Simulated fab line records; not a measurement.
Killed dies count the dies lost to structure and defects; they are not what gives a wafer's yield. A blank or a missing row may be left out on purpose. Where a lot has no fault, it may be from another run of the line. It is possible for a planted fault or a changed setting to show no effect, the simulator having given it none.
Chamber matching ; flow n5-finfet ; 4 sister chambers for N5_BEOL_M10_STRIP_19 on rie-diel-04
The step strips in O2. 8 wafers are shown with their chamber, then 8 later ones without.

## EACH WAFER AND ITS CHAMBER
wafer;chamber;showerhead-plenum-p-Torr (Torr);drypump-motor-current-A (A)
L083.4;3;2.22;6.0
L085.4;3;2.21;6.0
L089.3;0;2.03;5.3
L089.4;2;2.11;6.1
L087.4;1;2.22;5.1
L087.5;1;2.22;5.0
L087.6;2;2.10;6.1
L088.1;0;2.03;5.3

## WAFERS WITH NO CHAMBER GIVEN
wafer;showerhead-plenum-p-Torr (Torr);drypump-motor-current-A (A)
L088.4;2.21;5.1
L088.6;2.03;5.3
L092.2;2.21;6.0
L092.4;2.02;5.3
L092.5;2.21;5.1
L095.1;2.21;6.1
L095.3;2.21;5.1
L095.6;2.02;5.3

## WHICH CHAMBER EACH ONE RAN IN
wafer;from the rows above;in truth
L088.4;1;1
L088.6;0;0
L092.2;3;3
L092.4;0;0
L092.5;1;1
L095.1;3;3
L095.3;1;1
L095.6;0;0
8 of 8 placed correctly. Number that these rows cannot place: 0. Number placed wrongly: 0.
How it was worked out, from the rows above alone: a wafer's distance from a chamber is the root of the sum, over the readings, of the square of ((its reading less the chamber's mean) divided by the reading's scatter). The wafer belongs to the nearest chamber; if the next one is less than 2 further off, it can't be placed. The mean given for a chamber averages the wafers shown for that chamber. The scatter: take each reading less its chamber's mean, square it, sum over the shown wafers, divide by the number of wafers less the number of chambers, and take the root.
